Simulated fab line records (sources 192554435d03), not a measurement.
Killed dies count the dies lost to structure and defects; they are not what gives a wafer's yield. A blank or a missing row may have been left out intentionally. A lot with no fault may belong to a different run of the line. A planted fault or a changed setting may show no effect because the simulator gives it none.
Split-lot study	flow n5Finfet	route with 1938 steps; 7 lots, 39 wafers read

== ON THE SPLIT ==
At N5_BEOL_M2_DESCUM_33 (chemistry O2, time 7 s), the setting timeS was moved away from the recipe's 7 s on 6 of the 39 wafers read, by -22.4% to +38.6%. This setting was run at the recipe's value on the other wafers.

== FROM THE SPLIT ON TO THE READING: in between, the file shows 1 step ==
- N5_BEOL_M2_ETCH_77: etches underlayer in N2/H2, target depth 6.5 nm, time 5.2 s

== THE READING ==
CAR-EUV_of_BEOL_M2_COAT_22.thkNm (the simulator's own value, which no gauge read), in nm, at N5_BEOL_M2_ETCH_69 (etches SiARC in CF4, target depth 15.6 nm, time 26 s). No usual value for it is given in the file. Average 11.1 nm, standard deviation 0.096 nm, over the 33 wafers here run with the recipe.

wafer	tool, chamber at the split	timeS as run, s	against the recipe	CAR-EUV_of_BEOL_M2_COAT_22.thkNm, nm	against lot-mates on the recipe
L078.1	rieDiel-05, 2,3,2	7	recipe	11	-
L078.4	rieDiel-05, 2,3,2	7	recipe	11	-
L078.5	rieDiel-05, 2,3,2	7	recipe	11.2	-
L079.1	rieDiel-05, 1,3,2,0,1	7	recipe	11.2	-
L079.2	rieDiel-05, 1,3,2,0,1	7	recipe	11.2	-
L079.3	rieDiel-05, 1,3,2,0,1	7	recipe	11.2	-
L079.4	rieDiel-05, 1,3,2,0,1	7	recipe	11.2	-
L079.5	rieDiel-05, 1,3,2,0,1	7	recipe	11.2	-
L079.6	rieDiel-05, 2	7	recipe	11.2	-
L080.1	rieDiel-05, 0,1	7	recipe	11	-
L080.6	rieDiel-05, 3	7	recipe	11	-
L080.2	rieDiel-05, 3,0	9.703	+38.6%	9.8	-1.3
L080.5	rieDiel-05, 3,0	9.703	+38.6%	9.8	-1.3
L080.3	rieDiel-05, 0,1	7	recipe	11.2	-
L080.4	rieDiel-05, 2	9.703	+38.6%	9.6	-1.5
L085.1	rieDiel-03, 0,3,2,2,3	7	recipe	11.2	-
L085.3	rieDiel-03, 0,3,2,2,3	7	recipe	11.2	-
L085.4	rieDiel-03, 1	7	recipe	11.2	-
L085.2	rieDiel-03, 0,3,2,2,3	7	recipe	11	-
L085.5	rieDiel-03, 0,3,2,2,3	7	recipe	11	-
L085.6	rieDiel-03, 0,3,2,2,3	7	recipe	11	-
L090.1	rieDiel-01, 2,1,3	7	recipe	11.2	-
L090.2	rieDiel-01, 2,1,3	7	recipe	11	-
L090.6	rieDiel-01, 2,1,3	7	recipe	11	-
L090.3	rieDiel-01, 3,2	5.43	-22.4%	11.8	+0.7
L090.4	rieDiel-01, 0	5.43	-22.4%	11.8	+0.7
L090.5	rieDiel-01, 3,2	5.43	-22.4%	11.8	+0.7
L094.1	rieDiel-05, 2,1,3,0,0,3	7	recipe	11	-
L094.2	rieDiel-05, 2,1,3,0,0,3	7	recipe	11	-
L094.3	rieDiel-05, 2,1,3,0,0,3	7	recipe	11	-
L094.4	rieDiel-05, 2,1,3,0,0,3	7	recipe	11	-
L094.5	rieDiel-05, 2,1,3,0,0,3	7	recipe	11	-
L094.6	rieDiel-05, 2,1,3,0,0,3	7	recipe	11	-
L097.1	rieDiel-01, 0,3	7	recipe	11	-
L097.2	rieDiel-01, 0,3	7	recipe	11	-
L097.3	rieDiel-01, 1,2,2,1	7	recipe	11	-
L097.4	rieDiel-01, 1,2,2,1	7	recipe	11	-
L097.5	rieDiel-01, 1,2,2,1	7	recipe	11	-
L097.6	rieDiel-01, 1,2,2,1	7	recipe	11	-
Where a row lists several chambers, the file gives one row for several wafers and doesn't say which wafer went through which chamber.

FIT RESULTS
A straight line over all 39 wafers: CAR-EUV_of_BEOL_M2_COAT_22.thkNm changes by -0.0341 nm for each +1% of timeS; r = -0.98; the points scatter about the line by 0.095 nm.
The same after taking each lot's own level away (the mean of its wafers on the recipe; 39 wafers): -0.034 nm for each +1%; r = -0.99; scatter 0.068 nm.
According to that fit, moving timeS by its largest amount changes the reading by 1.3 nm.
From 11.00 to 11.20 nm: that is the span of the lots' own levels, equal to 2.1 times the standard deviation above.
The two slopes agree, so the slope changes little with the lot-to-lot level.
Check: for one of the wafers moved furthest among these (+38.6%), held out of the fit, the line's prediction against its lot-mates is -1.34 nm. Against them it came out at -1.27 nm.

== FURTHER SPLITS ON THESE WAFERS ==
Before the reading, these wafers also passed through other splits. Each is held against what the fit with the lots' levels taken away leaves over:
other split on the same wafers	wafers away from the commonest value	r with CAR-EUV_of_BEOL_M2_COAT_22.thkNm (lot level and that fit taken away)
N5_FIN_SAQP_ETCH_65 timeS	15	-0.09
N5_MOL_CONTACT_COAG_ALD_27 timeS	9	+0.16

== THE WHOLE CHAIN: every reading that the file lists as answering this split, in the file's order ==
step	what it does	reading	change (the file's fit)	r (the file's)
N5_BEOL_M2_DESCUM_33	chemistry O2, time 7 s	CAR-EUV_of_BEOL_M2_COAT_22.thkNm (the simulator's own value, which no gauge read)	-0.0354 nm for each +1% of the setting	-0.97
N5_BEOL_M2_ETCH_69	etches SiARC in CF4, target depth 15.6 nm, time 26 s	CAR-EUV_of_BEOL_M2_COAT_22.thkNm (the simulator's own value, which no gauge read)	-0.0341 nm for each +1% of the setting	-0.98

== THE FILE'S OWN FIT ==
CAR-EUV_of_BEOL_M2_COAT_22.thkNm changes by -0.0341 nm for each +1% of timeS, r = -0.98.
